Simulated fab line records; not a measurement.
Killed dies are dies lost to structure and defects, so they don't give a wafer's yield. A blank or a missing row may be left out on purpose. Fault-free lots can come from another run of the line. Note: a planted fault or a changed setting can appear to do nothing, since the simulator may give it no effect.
Matching of chambers	flow n5_finfet	4 sister chambers for N5_BEOL_M0_STRIP_142 on rie_diel-04
The step strips in N2/H2, time 10 s. 4 wafers are shown with their chamber, then 9 later ones without.

== WAFERS WITH THEIR CHAMBER ==
wafer	chamber	oes_product_au (a.u.)
L079.5	0	0.68
L080.5	2	0.71
L084.4	1	0.68
L084.5	3	0.94

== WAFERS WITHOUT THEIR CHAMBER ==
wafer	oes_product_au (a.u.)
L094.1	0.69
L094.2	0.93
L094.3	0.88
L095.4	0.91
L095.5	0.69
L095.6	0.88
L097.1	0.92
L097.2	0.69
L097.5	0.69

== WHICH CHAMBER EACH ONE RAN IN ==
wafer	from the rows above	in truth
L094.1	can't be placed: 0 or 1 or 2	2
L094.2	3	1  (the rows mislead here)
L094.3	3	3
L095.4	3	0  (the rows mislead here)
L095.5	can't be placed: 0 or 1 or 2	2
L095.6	3	3
L097.1	3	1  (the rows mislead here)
L097.2	can't be placed: 0 or 1 or 2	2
L097.5	can't be placed: 0 or 1 or 2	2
Correct placement for 2 of the 9. These rows do not allow placing 4 (true chamber among the candidates in 4). 3 placed wrongly.
How it was worked out, from the rows above alone: a wafer's distance from a chamber is the root of the sum, over the readings, of the square of ((its reading less the chamber's mean) divided by the reading's scatter). If the next closest chamber is less than 2 further off than the closest, the wafer can't be placed; otherwise it belongs to the closest. For every chamber, the mean is computed from those of its wafers that are shown. The scatter: root of mean squared gap, hidden wafer to nearest shown wafer, with one shown wafer a chamber.
